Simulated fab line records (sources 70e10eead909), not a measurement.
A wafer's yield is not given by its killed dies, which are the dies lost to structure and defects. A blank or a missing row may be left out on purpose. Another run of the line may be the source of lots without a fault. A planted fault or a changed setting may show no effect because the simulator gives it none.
Matching of chambers | flow nandHarc | 3 sister chambers for NHARC_A_STAIRCASE_DEP_417 on pecvd-01
The step deposits Si3N4, target thk 60 nm. 3 wafers are shown with their chamber, then 7 later ones without.

== WAFERS PAIRED WITH THEIR CHAMBERS ==
wafer  | chamber | heaterPowerW (W)
L081.1 | 0       | 668
L083.2 | 2       | 803
L083.4 | 1       | 628

== WAFERS MISSING THEIR CHAMBER ==
wafer  | heaterPowerW (W)
L083.6 | 646
L094.1 | 719
L094.2 | 739
L094.3 | 640
L096.2 | 746
L096.3 | 583
L096.4 | 751

== WHICH CHAMBER EACH WENT THROUGH ==
wafer  | from the rows above          | in truth
L083.6 | can't be placed: 1 or 0      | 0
L094.1 | can't be placed: 0 or 2 or 1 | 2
L094.2 | can't be placed: 2 or 0 or 1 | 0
L094.3 | can't be placed: 1 or 0      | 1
L096.2 | can't be placed: 2 or 0 or 1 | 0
L096.3 | can't be placed: 1 or 0      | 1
L096.4 | can't be placed: 2 or 0 or 1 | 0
0 of 7 placed correctly. Unplaceable from these rows: 7, with the true chamber sitting among the candidates in 7. Wrongly placed: 0.
How it was worked out, from the rows above alone: a wafer's distance from a chamber is the root of the sum, over the readings, of the square of ((its reading less the chamber's mean) divided by the reading's scatter). If the next closest chamber is less than 2 further off than the closest, the wafer can't be placed; otherwise it belongs to the closest. For every chamber, the mean is computed from those of its wafers that are shown. The scatter: with one shown wafer a chamber, the root of the mean of the squares of how far each hidden wafer lies from its nearest shown one.
